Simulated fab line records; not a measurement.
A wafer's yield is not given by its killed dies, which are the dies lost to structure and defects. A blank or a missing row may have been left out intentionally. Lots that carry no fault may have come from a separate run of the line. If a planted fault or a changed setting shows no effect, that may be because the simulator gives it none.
Which tool was responsible? + flow n5_finfet + 14 lots, 41 wafers sampled, at 3 steps of a route of 1938

## WHAT THE GAUGES SHOWED, per wafer
N5_BEOL_M12_THK_MEAS_50: measures by xrf. Usual: M12_THK 313 nm, standard deviation 6.
| lot  | measured     | on            | M12_THK (nm) | flag |
|------|--------------|---------------|--------------|------|
| L563 | day 12 15:40 | film_metro-01 | 312 312      |      |
| L567 | day 13 12:11 | film_metro-01 | 311 315 312  |      |
| L569 | day 14 03:19 | film_metro-01 | 314 318 305  |      |
| L572 | day 14 17:20 | film_metro-02 | 310 315 300  |      |
| L574 | day 15 04:45 | film_metro-01 | 318 312 323  |      |
| L571 | day 15 05:49 | film_metro-02 | 315 316 308  |      |
| L579 | day 16 08:07 | film_metro-02 | 311 311 312  |      |
| L580 | day 16 17:07 | film_metro-01 | 318 311 317  |      |
| L582 | day 16 23:38 | film_metro-02 | 313 310 310  |      |
| L581 | day 17 02:25 | film_metro-01 | 310 310 315  |      |
| L586 | day 17 07:10 | film_metro-01 | 309 307 308  |      |
| L583 | day 17 18:28 | film_metro-01 | 312 313 313  |      |
| L584 | day 18 05:44 | film_metro-01 | 313 313 316  |      |
| L585 | day 18 06:29 | film_metro-02 | 315 310 305  |      |

N5_BEOL_M13_OVL_MEAS_11. Usual: V12_OVL -4 nm, standard deviation 4.8.
| lot  | measured     | on         | V12_OVL (nm) | flag |
|------|--------------|------------|--------------|------|
| L563 | day 12 16:21 | overlay-01 | -1 -2        |      |
| L567 | day 13 13:03 | overlay-02 | -7 -11 -11   |      |
| L569 | day 14 03:59 | overlay-01 | - - -        | OFF  |
| L572 | day 14 18:08 | overlay-01 | - - -        | OFF  |
| L574 | day 15 05:33 | overlay-01 | -5 -1 -9     |      |
| L571 | day 15 06:30 | overlay-01 | -10 -5 -7    |      |
| L579 | day 16 08:55 | overlay-02 | 2 -3 5       |      |
| L580 | day 16 17:51 | overlay-01 | 0 -1 1       |      |
| L582 | day 17 00:28 | overlay-02 | 3 6 3        |      |
| L581 | day 17 03:13 | overlay-01 | -10 -7 -4    |      |
| L586 | day 17 07:51 | overlay-02 | -9 -3 -5     |      |
| L583 | day 17 19:16 | overlay-01 | -6 -3 -4     |      |
| L584 | day 18 06:25 | overlay-01 | -1 -5 -15    |      |
| L585 | day 18 07:10 | overlay-02 | -4 -9 -1     |      |

## WHAT TOOL EACH LOT RAN ON (gives the tool, then ch and the chambers of the sampled wafers, and finally the start)
| lot  | N5_BEOL_M13_PEB_08                |
|------|-----------------------------------|
| L563 | litho_track-03 ch 0, day 12 16:12 |
| L567 | litho_track-05 ch 0, day 13 12:54 |
| L569 | litho_track-03, day 14 03:51      |
| L572 | litho_track-03, day 14 17:59      |
| L574 | litho_track-03 ch 0, day 15 05:24 |
| L571 | litho_track-03 ch 0, day 15 06:21 |
| L579 | litho_track-01 ch 0, day 16 08:46 |
| L580 | litho_track-05 ch 0, day 16 17:43 |
| L582 | litho_track-05 ch 0, day 17 00:19 |
| L581 | litho_track-01 ch 0, day 17 03:04 |
| L586 | litho_track-01 ch 0, day 17 07:42 |
| L583 | litho_track-03 ch 0, day 17 19:07 |
| L584 | litho_track-05 ch 0, day 18 06:16 |
| L585 | litho_track-05 ch 0, day 18 07:01 |
- N5_BEOL_M13_PEB_08: peb time 90 s.

## WHAT THE TOOLS THEMSELVES READ (means of the sampled wafers that have a number; where no wafer has one, the mark that the record gives instead)
N5_BEOL_M13_PEB_08. Usual: chill_plate_temp_C 23.02 C, standard deviation 0.12; exhaust_pa 44.9 Pa, standard deviation 0.95.
| lot  | tool           | chill_plate_temp_C (C) | exhaust_pa (Pa) | flag |
|------|----------------|------------------------|-----------------|------|
| L563 | litho_track-03 | 23.11                  | 45.0            |      |
| L567 | litho_track-05 | 22.87                  | 45.5            |      |
| L569 | litho_track-03 | -                      | -               | OFF  |
| L572 | litho_track-03 | -                      | -               | OFF  |
| L574 | litho_track-03 | 23.15                  | 43.8            |      |
| L571 | litho_track-03 | 23.13                  | 44.1            |      |
| L579 | litho_track-01 | 23.00                  | 43.9            |      |
| L580 | litho_track-05 | 23.05                  | 43.5            |      |
| L582 | litho_track-05 | 23.02                  | 44.9            |      |
| L581 | litho_track-01 | 22.96                  | 44.3            |      |
| L586 | litho_track-01 | 22.93                  | 46.0            |      |
| L583 | litho_track-03 | 22.98                  | 45.4            |      |
| L584 | litho_track-05 | 22.91                  | 45.2            |      |
| L585 | litho_track-05 | 23.13                  | 44.7            |      |

## THE ANSWER, worked out from the rows above alone
Rule: take the mean of a lot's wafers that have a number; if it is more than 3 standard deviations from the usual mean, the lot is off. Also off: a lot with no number at a reading for which 4 or more lots have one. The other lots that the step has rows for count as sound. First the gauges in route order, then the tools' own readings, where a lot's mean is used as printed above. The first step at which some lot is off is used, and at that step the reading that is off furthest; a lot without a number counts as furthest.
Off: L569, L572, at N5_BEOL_M13_OVL_MEAS_11 (V12_OVL). Without a number there: L569, L572.
A tool fits if, at a process step before that reading, it ran every lot that is off, and no sound lot after the first of them. The gauges at N5_BEOL_M13_OVL_MEAS_11 aren't tried: what is off there is off at N5_BEOL_M13_PEB_08 too, on other tools, and a gauge's error can't cause that. None of those tried fits.

## WHAT WAS PUT IN BY THE SIMULATOR
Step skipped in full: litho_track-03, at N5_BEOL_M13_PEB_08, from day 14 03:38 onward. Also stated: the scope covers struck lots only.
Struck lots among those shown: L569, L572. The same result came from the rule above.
